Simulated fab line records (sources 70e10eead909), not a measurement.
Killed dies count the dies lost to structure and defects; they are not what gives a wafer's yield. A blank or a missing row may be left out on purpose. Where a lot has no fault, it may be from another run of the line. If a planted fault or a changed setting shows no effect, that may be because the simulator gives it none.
Which tool is to blame? / flow nand harc / Sampling: 14 lots, 42 wafers, 6 of 1302 route steps

WHAT THE GAUGES READ, wafer by wafer
NHARC_P_M0_INSPECT_27. Usual: raw defect count at 311, with a standard deviation of 130.
lot=L859; measured=day 6 08:10; on=defect inspect-01; raw defect count=394 407 502; flag=
lot=L860; measured=day 6 17:52; on=defect inspect-02; raw defect count=230 241 183; flag=
lot=L861; measured=day 7 07:57; on=defect inspect-01; raw defect count=232 277 229; flag=
lot=L862; measured=day 7 12:29; on=defect inspect-01; raw defect count=406 292 377; flag=
lot=L871; measured=day 11 09:10; on=defect inspect-01; raw defect count=210 424 540; flag=
lot=L872; measured=day 11 11:33; on=defect inspect-01; raw defect count=338 399 483; flag=
lot=L874; measured=day 12 08:23; on=defect inspect-02; raw defect count=320 247 537; flag=
lot=L875; measured=day 12 14:14; on=defect inspect-01; raw defect count=212 324 625; flag=
lot=L876; measured=day 13 02:26; on=defect inspect-01; raw defect count=304 255 384; flag=
lot=L878; measured=day 13 22:59; on=defect inspect-02; raw defect count=252 477 335; flag=
lot=L879; measured=day 14 08:42; on=defect inspect-01; raw defect count=224 170 209; flag=
lot=L880; measured=day 15 09:13; on=defect inspect-01; raw defect count=503 340 313; flag=
lot=L881; measured=day 15 13:40; on=defect inspect-02; raw defect count=213 433 228; flag=
lot=L882; measured=day 15 20:13; on=defect inspect-01; raw defect count=329 381 405; flag=

NHARC_P_M1_THK_MEAS_24: measures by xrf. Usual: thk nm at 157.0 nm, with a standard deviation of 1.4.
lot=L859; measured=day 6 12:28; on=film metro-01; thk nm (nm)=154.7 155.3 156.7; flag=
lot=L860; measured=day 6 21:47; on=film metro-02; thk nm (nm)=156.1 159.3 157.8; flag=
lot=L861; measured=day 7 12:01; on=film metro-01; thk nm (nm)=155.3 159.8 156.0; flag=
lot=L862; measured=day 7 16:20; on=film metro-01; thk nm (nm)=157.1 158.0 158.7; flag=
lot=L871; measured=day 11 13:04; on=film metro-01; thk nm (nm)=162.6 160.3 158.5; flag=
lot=L872; measured=day 11 15:35; on=film metro-01; thk nm (nm)=160.3 156.7 158.5; flag=
lot=L874; measured=day 12 12:24; on=film metro-02; thk nm (nm)=153.6 155.4 153.3; flag=
lot=L875; measured=day 12 18:08; on=film metro-01; thk nm (nm)=154.8 157.3 158.4; flag=
lot=L876; measured=day 13 06:38; on=film metro-02; thk nm (nm)=155.4 157.9 157.5; flag=
lot=L878; measured=day 14 02:52; on=film metro-01; thk nm (nm)=157.6 159.4 157.1; flag=
lot=L879; measured=day 14 12:35; on=film metro-02; thk nm (nm)=154.8 157.4 157.6; flag=
lot=L880; measured=day 15 13:10; on=film metro-01; thk nm (nm)=157.2 157.7 156.4; flag=
lot=L881; measured=day 15 17:35; on=film metro-01; thk nm (nm)=158.7 158.3 156.6; flag=
lot=L882; measured=day 16 00:15; on=film metro-01; thk nm (nm)=155.9 158.7 158.0; flag=

NHARC_P_M1_INSPECT_27. Usual: raw defect count at 371, with a standard deviation of 150.
lot=L859; measured=day 6 12:37; on=defect inspect-01; raw defect count=292 343 241; flag=
lot=L860; measured=day 6 21:56; on=defect inspect-01; raw defect count=162 350 570; flag=
lot=L861; measured=day 7 12:10; on=defect inspect-01; raw defect count=347 340 327; flag=
lot=L862; measured=day 7 16:31; on=defect inspect-02; raw defect count=356 462 302; flag=
lot=L871; measured=day 11 13:13; on=defect inspect-01; raw defect count=2267 147 292; flag=OFF
lot=L872; measured=day 11 15:46; on=defect inspect-02; raw defect count=2255 322 244; flag=OFF
lot=L874; measured=day 12 12:34; on=defect inspect-01; raw defect count=565 435 489; flag=
lot=L875; measured=day 12 18:17; on=defect inspect-02; raw defect count=211 340 187; flag=
lot=L876; measured=day 13 06:47; on=defect inspect-02; raw defect count=272 121 220; flag=
lot=L878; measured=day 14 03:01; on=defect inspect-02; raw defect count=379 455 479; flag=
lot=L879; measured=day 14 12:45; on=defect inspect-01; raw defect count=356 283 367; flag=
lot=L880; measured=day 15 13:19; on=defect inspect-02; raw defect count=297 388 373; flag=
lot=L881; measured=day 15 17:45; on=defect inspect-02; raw defect count=380 307 173; flag=
lot=L882; measured=day 16 00:26; on=defect inspect-02; raw defect count=403 355 473; flag=

WHAT TOOL EACH LOT RAN ON (gives the tool, then ch and the chambers of the sampled wafers, and finally the start)
lot=L859; NHARC_P_M0_PVD_21=pvd sputter-01, day 6 08:10 or earlier; NHARC_P_M1_PVD_21=pvd sputter-01, day 6 12:08 or earlier; NHARC_P_M1_CMP_23=cmp-01 ch 0,1,3, day 6 12:08
lot=L860; NHARC_P_M0_PVD_21=pvd sputter-03, day 6 17:52 or earlier; NHARC_P_M1_PVD_21=pvd sputter-03, day 6 21:28 or earlier; NHARC_P_M1_CMP_23=cmp-04 ch 1,2, day 6 21:28
lot=L861; NHARC_P_M0_PVD_21=pvd sputter-02, day 7 07:57 or earlier; NHARC_P_M1_PVD_21=pvd sputter-01, day 7 11:42 or earlier; NHARC_P_M1_CMP_23=cmp-03 ch 1,2, day 7 11:42
lot=L862; NHARC_P_M0_PVD_21=pvd sputter-03, day 7 12:29 or earlier; NHARC_P_M1_PVD_21=pvd sputter-03, day 7 16:01 or earlier; NHARC_P_M1_CMP_23=cmp-03 ch 2,3, day 7 16:01
lot=L871; NHARC_P_M0_PVD_21=pvd sputter-01, day 11 09:10 or earlier; NHARC_P_M1_PVD_21=pvd sputter-02, day 11 12:45 or earlier; NHARC_P_M1_CMP_23=cmp-01 ch 0,2, day 11 12:45
lot=L872; NHARC_P_M0_PVD_21=pvd sputter-02, day 11 11:33 or earlier; NHARC_P_M1_PVD_21=pvd sputter-02, day 11 15:17 or earlier; NHARC_P_M1_CMP_23=cmp-01 ch 0,2,3, day 11 15:17
lot=L874; NHARC_P_M0_PVD_21=pvd sputter-01, day 12 08:23 or earlier; NHARC_P_M1_PVD_21=pvd sputter-01, day 12 12:05 or earlier; NHARC_P_M1_CMP_23=cmp-04 ch 1,2,3, day 12 12:05
lot=L875; NHARC_P_M0_PVD_21=pvd sputter-02, day 12 14:14 or earlier; NHARC_P_M1_PVD_21=pvd sputter-01, day 12 17:49 or earlier; NHARC_P_M1_CMP_23=cmp-03 ch 2,3, day 12 17:49
lot=L876; NHARC_P_M0_PVD_21=pvd sputter-01, day 13 02:26 or earlier; NHARC_P_M1_PVD_21=pvd sputter-02, day 13 06:21 or earlier; NHARC_P_M1_CMP_23=cmp-03 ch 0,1, day 13 06:21
lot=L878; NHARC_P_M0_PVD_21=pvd sputter-03, day 13 22:59 or earlier; NHARC_P_M1_PVD_21=pvd sputter-03, day 14 02:36 or earlier; NHARC_P_M1_CMP_23=cmp-04 ch 0,1,2, day 14 02:36
lot=L879; NHARC_P_M0_PVD_21=pvd sputter-03, day 14 08:42 or earlier; NHARC_P_M1_PVD_21=pvd sputter-03, day 14 12:18 or earlier; NHARC_P_M1_CMP_23=cmp-04 ch 1,2,3, day 14 12:18
lot=L880; NHARC_P_M0_PVD_21=pvd sputter-03, day 15 09:13 or earlier; NHARC_P_M1_PVD_21=pvd sputter-01, day 15 12:51 or earlier; NHARC_P_M1_CMP_23=cmp-01 ch 1,2,3, day 15 12:51
lot=L881; NHARC_P_M0_PVD_21=pvd sputter-03, day 15 13:40 or earlier; NHARC_P_M1_PVD_21=pvd sputter-01, day 15 17:17 or earlier; NHARC_P_M1_CMP_23=cmp-04 ch 0,1,3, day 15 17:17
lot=L882; NHARC_P_M0_PVD_21=pvd sputter-01, day 15 20:13 or earlier; NHARC_P_M1_PVD_21=pvd sputter-01, day 15 23:56 or earlier; NHARC_P_M1_CMP_23=cmp-04 ch 1,2,3, day 15 23:56
- NHARC_P_M0_PVD_21: deposits Cu, target thk 30 nm, time 20.49 s.
- NHARC_P_M1_PVD_21: deposits Cu, target thk 30 nm, time 20.49 s.
- NHARC_P_M1_CMP_23: polishes, t overpolish 20 s, target thk 157.82 nm.

AS READ BY THE TOOLS THEMSELVES (means over the sampled wafers that have a number; for cases with no such wafer, the mark the record gives instead)
NHARC_P_M0_PVD_21. Usual: throttle valve pct at 29.8 %, with a standard deviation of 0.88.
lot=L859; tool=pvd sputter-01; throttle valve pct (%)=29.5; flag=
lot=L860; tool=pvd sputter-03; throttle valve pct (%)=29.6; flag=
lot=L861; tool=pvd sputter-02; throttle valve pct (%)=30.9; flag=
lot=L862; tool=pvd sputter-03; throttle valve pct (%)=29.8; flag=
lot=L871; tool=pvd sputter-01; throttle valve pct (%)=30.5; flag=
lot=L872; tool=pvd sputter-02; throttle valve pct (%)=30.0; flag=
lot=L874; tool=pvd sputter-01; throttle valve pct (%)=30.2; flag=
lot=L875; tool=pvd sputter-02; throttle valve pct (%)=31.0; flag=
lot=L876; tool=pvd sputter-01; throttle valve pct (%)=29.3; flag=
lot=L878; tool=pvd sputter-03; throttle valve pct (%)=29.8; flag=
lot=L879; tool=pvd sputter-03; throttle valve pct (%)=29.7; flag=
lot=L880; tool=pvd sputter-03; throttle valve pct (%)=30.2; flag=
lot=L881; tool=pvd sputter-03; throttle valve pct (%)=29.5; flag=
lot=L882; tool=pvd sputter-01; throttle valve pct (%)=29.9; flag=

NHARC_P_M1_PVD_21. Usual: throttle valve pct at 30.0 %, with a standard deviation of 0.97.
lot=L859; tool=pvd sputter-01; throttle valve pct (%)=30.4; flag=
lot=L860; tool=pvd sputter-03; throttle valve pct (%)=29.4; flag=
lot=L861; tool=pvd sputter-01; throttle valve pct (%)=29.4; flag=
lot=L862; tool=pvd sputter-03; throttle valve pct (%)=29.4; flag=
lot=L871; tool=pvd sputter-02; throttle valve pct (%)=30.7; flag=
lot=L872; tool=pvd sputter-02; throttle valve pct (%)=30.0; flag=
lot=L874; tool=pvd sputter-01; throttle valve pct (%)=29.8; flag=
lot=L875; tool=pvd sputter-01; throttle valve pct (%)=30.4; flag=
lot=L876; tool=pvd sputter-02; throttle valve pct (%)=31.8; flag=
lot=L878; tool=pvd sputter-03; throttle valve pct (%)=29.8; flag=
lot=L879; tool=pvd sputter-03; throttle valve pct (%)=30.1; flag=
lot=L880; tool=pvd sputter-01; throttle valve pct (%)=29.6; flag=
lot=L881; tool=pvd sputter-01; throttle valve pct (%)=29.7; flag=
lot=L882; tool=pvd sputter-01; throttle valve pct (%)=28.9; flag=

NHARC_P_M1_CMP_23. Usual: motor current A 12.1 A, standard deviation 1.3; time to endpoint s 26.8 s, standard deviation 2.5.
lot=L859; tool=cmp-01; motor current A (A)=12.2; time to endpoint s (s)=25.3; flag=
lot=L860; tool=cmp-04; motor current A (A)=12.4; time to endpoint s (s)=27.8; flag=
lot=L861; tool=cmp-03; motor current A (A)=12.4; time to endpoint s (s)=26.8; flag=
lot=L862; tool=cmp-03; motor current A (A)=12.5; time to endpoint s (s)=24.3; flag=
lot=L871; tool=cmp-01; motor current A (A)=12.1; time to endpoint s (s)=28.7; flag=
lot=L872; tool=cmp-01; motor current A (A)=11.6; time to endpoint s (s)=30.5; flag=
lot=L874; tool=cmp-04; motor current A (A)=11.8; time to endpoint s (s)=24.9; flag=
lot=L875; tool=cmp-03; motor current A (A)=12.4; time to endpoint s (s)=28.7; flag=
lot=L876; tool=cmp-03; motor current A (A)=12.8; time to endpoint s (s)=25.6; flag=
lot=L878; tool=cmp-04; motor current A (A)=11.7; time to endpoint s (s)=31.2; flag=
lot=L879; tool=cmp-04; motor current A (A)=11.9; time to endpoint s (s)=26.6; flag=
lot=L880; tool=cmp-01; motor current A (A)=11.8; time to endpoint s (s)=29.0; flag=
lot=L881; tool=cmp-04; motor current A (A)=11.6; time to endpoint s (s)=27.4; flag=
lot=L882; tool=cmp-04; motor current A (A)=11.7; time to endpoint s (s)=27.3; flag=

THE ANSWER, worked out from the rows above alone
Rule: a lot counts as off when the mean over its wafers that have a number is more than 3 standard deviations away from the usual mean. A lot without any number at a reading at which 4 lots or more have one is off too. Any other lot the step has rows for is counted as sound. First the gauges in route order, then the tools' own readings, where a lot's mean is used as printed above. At the first step where some lot is off, the reading lying furthest off is the one used; lots without a number count as furthest.
Off: L871, L872 (NHARC_P_M1_INSPECT_27, raw defect count).
If a tool, at a process step before that reading, ran all the lots that are off and no sound lot after the first of them, it fits. Gauges at NHARC_P_M1_INSPECT_27: tried the same way as those tools. With no start given for some of its lots, NHARC_P_M0_PVD_21 uses the hours and lot order of NHARC_P_M0_INSPECT_27. With no start given for some of its lots, NHARC_P_M1_PVD_21 uses the hours and lot order of NHARC_P_M1_CMP_23. No candidate that was tried fits.

WHAT HAD BEEN PUT IN BY THE SIMULATOR
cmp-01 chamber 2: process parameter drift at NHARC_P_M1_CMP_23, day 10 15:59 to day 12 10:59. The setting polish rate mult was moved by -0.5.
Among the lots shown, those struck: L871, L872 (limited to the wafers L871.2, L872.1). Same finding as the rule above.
